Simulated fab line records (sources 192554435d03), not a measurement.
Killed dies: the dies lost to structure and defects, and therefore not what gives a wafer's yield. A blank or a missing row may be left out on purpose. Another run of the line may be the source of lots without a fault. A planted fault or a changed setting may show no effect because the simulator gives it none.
Which tool was responsible?	flow n5_finfet	12 lots with 36 wafers sampled at 3 steps, on a route of 1938 steps

WHAT THE GAUGES READ, wafer by wafer
N5_PASSIVATION_CD_MEAS_10: target cd 3000 nm. Usual: cd_nm at 3000.4 nm, with a standard deviation of 2.3.
lot	measured	on	cd_nm (nm)	flag
L397	day 12 03:12	cd_sem-01	2998.6 2997.9 2999.0	
L399	day 12 03:53	cd_sem-01	3001.8 2998.0 3005.0	
L400	day 12 04:10	cd_sem-01	2999.7 3001.0 2999.0	
L402	day 12 13:14	cd_sem-01	3000.4 2998.1 3000.1	
L403	day 13 02:48	cd_sem-02	2997.1 2996.7 2998.0	
L404	day 13 09:29	cd_sem-02	2998.9 2998.1 3001.2	
L405	day 13 13:55	cd_sem-01	3002.8 3004.6 2999.1	
L406	day 13 18:45	cd_sem-02	3000.8 3005.1 3000.3	
L407	day 14 07:31	cd_sem-02	2999.9 2999.3 2999.5	
L410	day 15 17:26	cd_sem-02	2999.8 2999.3 2999.4	
L414	day 16 11:43	cd_sem-02	2999.5 3003.2 3003.6	
L416	day 16 23:01	cd_sem-01	3001.6 3000.7 2999.8	

EACH LOT AND THE TOOL THAT RAN IT (in order: tool; ch and the chambers of the sampled wafers; start)
lot	N5_BEOL_M2_SPUTTER_48	N5_MIM_BOT_ETCH_ETCH_00
L397	pvd_sputter-02, day 6 23:51	rie_metal-03 ch 1, day 12 01:53
L399	pvd_sputter-01, day 7 00:56	rie_metal-02 ch 0,1, day 12 02:40
L400	pvd_sputter-02, day 7 06:31	rie_metal-01 ch 1, day 12 02:40
L402	pvd_sputter-03, day 7 21:35	rie_metal-01 ch 0,1, day 12 12:14
L403	pvd_sputter-01, day 8 11:55	rie_metal-01 ch 0,1, day 13 00:14
L404	pvd_sputter-02, day 8 15:08	rie_metal-02 ch 0,1, day 13 08:22
L405	pvd_sputter-03, day 8 15:56	rie_metal-01 ch 0,1, day 13 11:37
L406	pvd_sputter-01, day 8 17:57	rie_metal-03 ch 0,1, day 13 16:52
L407	pvd_sputter-01, day 9 14:50	rie_metal-01 ch 0,1, day 14 06:14
L410	pvd_sputter-01, day 10 20:41	rie_metal-01 ch 0, day 15 14:51
L414	pvd_sputter-01, day 11 05:33	rie_metal-02 ch 0,1, day 16 10:02
L416	pvd_sputter-01, day 11 20:11	rie_metal-03 ch 0,1, day 16 21:25
- N5_BEOL_M2_SPUTTER_48: material Cu, target thk 4.5 nm, time 8.29 s.
- N5_MIM_BOT_ETCH_ETCH_00: etches TiN in Cl2/BCl3, target depth 45.5 nm.

AS READ BY THE TOOLS THEMSELVES (means over the sampled wafers that have a number; for cases with no such wafer, the mark the record gives instead)
N5_BEOL_M2_SPUTTER_48. Usual: chamber_pressure_pa 0.07 Pa, standard deviation 0.00015; substrate_temp_c -19.99 C, standard deviation 0.11; throttle_valve_pct 30.1 %, standard deviation 1.2.
lot	tool	chamber_pressure_pa (Pa)	substrate_temp_c (C)	throttle_valve_pct (%)	flag
L397	pvd_sputter-02	0.07	-19.94	29.6	
L399	pvd_sputter-01	0.07	-20.03	31.5	
L400	pvd_sputter-02	0.07	-20.04	29.1	
L402	pvd_sputter-03	0.07	-19.93	29.8	
L403	pvd_sputter-01	0.07	-19.98	29.3	
L404	pvd_sputter-02	0.07	-19.94	29.7	
L405	pvd_sputter-03	0.07	-19.93	30.5	
L406	pvd_sputter-01	0.07	-19.95	31.9	
L407	pvd_sputter-01	0.07	-19.97	31.0	
L410	pvd_sputter-01	0.07	-19.94	30.3	
L414	pvd_sputter-01	0.07	-19.96	30.5	
L416	pvd_sputter-01	0.07	-19.99	30.5	

N5_MIM_BOT_ETCH_ETCH_00. Usual: bcl3_flow_sccm 21.75 sccm, standard deviation 0.06; drypump_motor_current_A 5.7 A, standard deviation 0.69; oes_product_au 0.84 a.u., standard deviation 0.088; throttle_valve_pct 21.9 %, standard deviation 0.31.
lot	tool	bcl3_flow_sccm (sccm)	drypump_motor_current_A (A)	oes_product_au (a.u.)	throttle_valve_pct (%)	flag
L397	rie_metal-03	21.82	6.8	0.77	21.9	
L399	rie_metal-02	21.79	5.4	0.94	21.6	
L400	rie_metal-01	21.78	6.5	0.75	22.2	
L402	rie_metal-01	21.76	5.6	0.91	22.2	
L403	rie_metal-01	21.73	6.0	0.82	22.2	
L404	rie_metal-02	21.69	5.4	0.93	21.6	
L405	rie_metal-01	21.80	6.0	0.81	22.2	
L406	rie_metal-03	21.77	5.6	0.86	21.6	
L407	rie_metal-01	21.72	6.0	0.81	22.2	
L410	rie_metal-01	21.71	5.1	0.89	22.3	
L414	rie_metal-02	21.76	5.4	0.90	21.6	
L416	rie_metal-03	21.78	5.6	0.84	21.6	

THE ANSWER, worked out from the rows above alone
Rule: lot off if the mean of its wafers having a number is beyond 3 standard deviations from the usual mean. Also off: a lot with no number at a reading for which 4 or more lots have one. The other lots that the step has rows for count as sound. First the gauges in route order, then the tools' own readings, where a lot's mean is used as printed above. The first step at which some lot is off is used, and at that step the reading that is off furthest; a lot without a number counts as furthest.
No lot is off at any reading shown: from this, nothing can be told.

WHAT THE SIMULATOR PUT IN
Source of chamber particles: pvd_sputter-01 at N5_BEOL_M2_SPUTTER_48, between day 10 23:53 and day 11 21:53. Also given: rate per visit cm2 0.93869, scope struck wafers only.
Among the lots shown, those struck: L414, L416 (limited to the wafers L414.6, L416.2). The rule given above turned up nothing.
